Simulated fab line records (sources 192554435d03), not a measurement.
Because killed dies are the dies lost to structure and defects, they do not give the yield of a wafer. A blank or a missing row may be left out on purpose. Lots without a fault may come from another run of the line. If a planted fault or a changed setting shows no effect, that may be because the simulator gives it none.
Lot-split experiment + flow n5-finfet + 21 wafers read from 7 lots, route of 1938 steps

SPLIT DETAILS
At N5_BEOL_M7_EXPOSE_08 (exposes mask M7), the setting dose-mj was moved away from the recipe's 68.25 on 5 of the 21 wafers read, by -7.0% to +4.0%. The other wafers ran this setting at the recipe's value.

FROM THE SPLIT TO THE READING: what the file shows between them, 17 steps
- N5_BEOL_M7_PEB_09: peb time 60 s
- N5_BEOL_M7_DEVELOP_10: develop time 30 s
- N5_BEOL_M7_CD_MEAS_11: target cd 38.5 nm
- N5_BEOL_M7_DESCUM_16: chemistry O2, time 7.9 s
- N5_BEOL_M7_ETCH_61: etches SiARC in CF4, target depth 45.5 nm, time 75.8 s
- N5_BEOL_M7_ETCH_62: etches SOC in N2/H2, target depth 110 nm, overetch 22 nm, time 165 s
- N5_BEOL_M7_STRIP_68: strips in N2/H2
- N5_BEOL_M7_STRIP_67: strips in CF4
- N5_BEOL_M7_HM_OPEN_17: chemistry Cl2/BCl3, target TiN, target depth 20 nm, overetch 6 nm
- N5_BEOL_M7_STRIP_19: strips in O2
- N5_BEOL_M7_CD_MEAS_18: pitch 80 nm, target cd 40 nm
- N5_BEOL_M7_VIA_ETCH_34: etches SiCOH lowk in C4F6/O2, target depth 125.5 nm, time 50.5 s (also split here: bias-w)
- N5_BEOL_M7_TRENCH_ETCH_37: etches SiCOH lowk in C4F6/O2, target depth 93.478 nm, time 31.2 s (also split here: source-w)
- N5_BEOL_M7_ETCH_41: etches SiCN in CH3F/O2, target depth 31.9 nm, time 57.8 s
- N5_BEOL_M7_STRIP_80: strips in N2/H2, time 10 s
- N5_BEOL_M7_PRECLEAN_42: cleans in residue remover, time 60 s
- N5_BEOL_M7_SRD_43: time 30 s

THE READING
cd-nm (nm) at N5_BEOL_M7_CD_MEAS_35, where the cd target is 40 nm. Typical for fault-free wafers on this fab line: 39.9 nm, with standard deviation 0.64 nm.

| wafer  | tool, chamber at the split | dose-mj as run | against the recipe | cd-nm, nm | against lot-mates on the recipe |
|--------|----------------------------|----------------|--------------------|-----------|---------------------------------|
| L074.2 | arfi-scanner-03, 0         | 68.25          | recipe             | 39.5      | -                               |
| L074.4 | arfi-scanner-03, 0         | 70.99          | +4.0%              | 42.3      | +2.8                            |
| L074.6 | arfi-scanner-03, 0         | 70.99          | +4.0%              | 41.3      | +1.8                            |
| L076.1 | arfi-scanner-03, 0         | 68.25          | recipe             | 41.1      | -                               |
| L076.2 | arfi-scanner-03, 0         | 68.25          | recipe             | 39.8      | -                               |
| L076.4 | arfi-scanner-03, 0         | 68.25          | recipe             | 39.8      | -                               |
| L077.1 | arfi-scanner-02, 0         | 68.25          | recipe             | 40.0      | -                               |
| L077.2 | arfi-scanner-02, 0         | 68.25          | recipe             | 39.6      | -                               |
| L077.6 | arfi-scanner-02, 0         | 68.25          | recipe             | 39.2      | -                               |
| L085.1 | arfi-scanner-03, 0         | 68.25          | recipe             | 40.4      | -                               |
| L085.5 | arfi-scanner-03, 0         | 68.25          | recipe             | 40.6      | -                               |
| L085.6 | arfi-scanner-03, 0         | 68.25          | recipe             | 39.5      | -                               |
| L089.1 | arfi-scanner-01, 0         | 68.25          | recipe             | 40.2      | -                               |
| L089.3 | arfi-scanner-01, 0         | 68.25          | recipe             | 40.2      | -                               |
| L089.6 | arfi-scanner-01, 0         | 68.25          | recipe             | 40.7      | -                               |
| L095.1 | arfi-scanner-01, 0         | 68.25          | recipe             | 39.6      | -                               |
| L095.2 | arfi-scanner-01, 0         | 68.25          | recipe             | 39.3      | -                               |
| L095.6 | arfi-scanner-01, 0         | 63.46          | -7.0%              | 36.0      | -3.5                            |
| L096.1 | arfi-scanner-03, 0         | 65.87          | -3.5%              | 38.3      | -1.4                            |
| L096.4 | arfi-scanner-03, 0         | 68.25          | recipe             | 39.7      | -                               |
| L096.5 | arfi-scanner-03, 0         | 65.87          | -3.5%              | 37.3      | -2.4                            |

FIT RESULTS
A straight line over all 21 wafers: cd-nm changes by +0.541 nm for each +1% of dose-mj; r = +0.92; the points scatter about the line by 0.55 nm.
The same after taking each lot's own level away (the mean of its wafers on the recipe; 21 wafers): +0.53 nm for each +1%; r = +0.95; scatter 0.43 nm.
That fit puts the effect of the largest move of dose-mj on the reading at 3.7 nm.
From 39.45 to 40.37 nm: that is the span of the lots' own levels, equal to 1.4 times the standard deviation above.
So the lot-to-lot level changes the slope little: the two slopes agree.
Check: with one of the wafers moved furthest among these (-7.0%) left out of the fit, the line predicts -3.92 nm for it against its lot-mates. Against them it came out at -3.45 nm.

THE OTHER SPLITS THESE WAFERS WENT THROUGH
Other splits were also applied to these wafers ahead of the reading. Each is held against what the fit with the lots' levels taken away leaves over:
| other split on the same wafers     | wafers away from the commonest value | r with cd-nm (lot level and that fit taken away) |
|------------------------------------|--------------------------------------|--------------------------------------------------|
| N5_BEOL_M7_VIA_ETCH_34 bias-w      | 5                                    | -0.12                                            |
| N5_BEOL_M7_TRENCH_ETCH_37 source-w | 2                                    | -0.26                                            |

THE WHOLE CHAIN: every reading that the file lists as answering this split, in the file's order
| step                  | what it does                                                         | reading                                                               | change (the file's fit)               | r (the file's) |
|-----------------------|----------------------------------------------------------------------|-----------------------------------------------------------------------|---------------------------------------|----------------|
| N5_BEOL_M7_CD_MEAS_11 | target cd 38.5 nm                                                    | cd-nm                                                                 | +0.436 nm for each +1% of the setting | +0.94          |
| N5_BEOL_M7_ETCH_61    | etches SiARC in CF4, target depth 45.5 nm, time 75.8 s               | BEOL_M7.cd-offset-nm (the simulator's own value, which no gauge read) | +0.47 nm for each +1% of the setting  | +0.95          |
| N5_BEOL_M7_ETCH_62    | etches SOC in N2/H2, target depth 110 nm, overetch 22 nm, time 165 s | BEOL_M7.cd-offset-nm (the simulator's own value, which no gauge read) | +0.501 nm for each +1% of the setting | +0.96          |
| N5_BEOL_M7_HM_OPEN_17 | chemistry Cl2/BCl3, target TiN, target depth 20 nm, overetch 6 nm    | BEOL_M7.cd-offset-nm (the simulator's own value, which no gauge read) | +0.52 nm for each +1% of the setting  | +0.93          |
| N5_BEOL_M7_CD_MEAS_18 | pitch 80 nm, target cd 40 nm                                         | cd-nm                                                                 | +0.498 nm for each +1% of the setting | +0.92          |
| N5_BEOL_M7_CD_MEAS_35 | target cd 40 nm                                                      | cd-nm                                                                 | +0.523 nm for each +1% of the setting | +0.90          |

THE FILE'S OWN FIT
cd-nm changes by +0.523 nm for each +1% of dose-mj, r = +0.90.
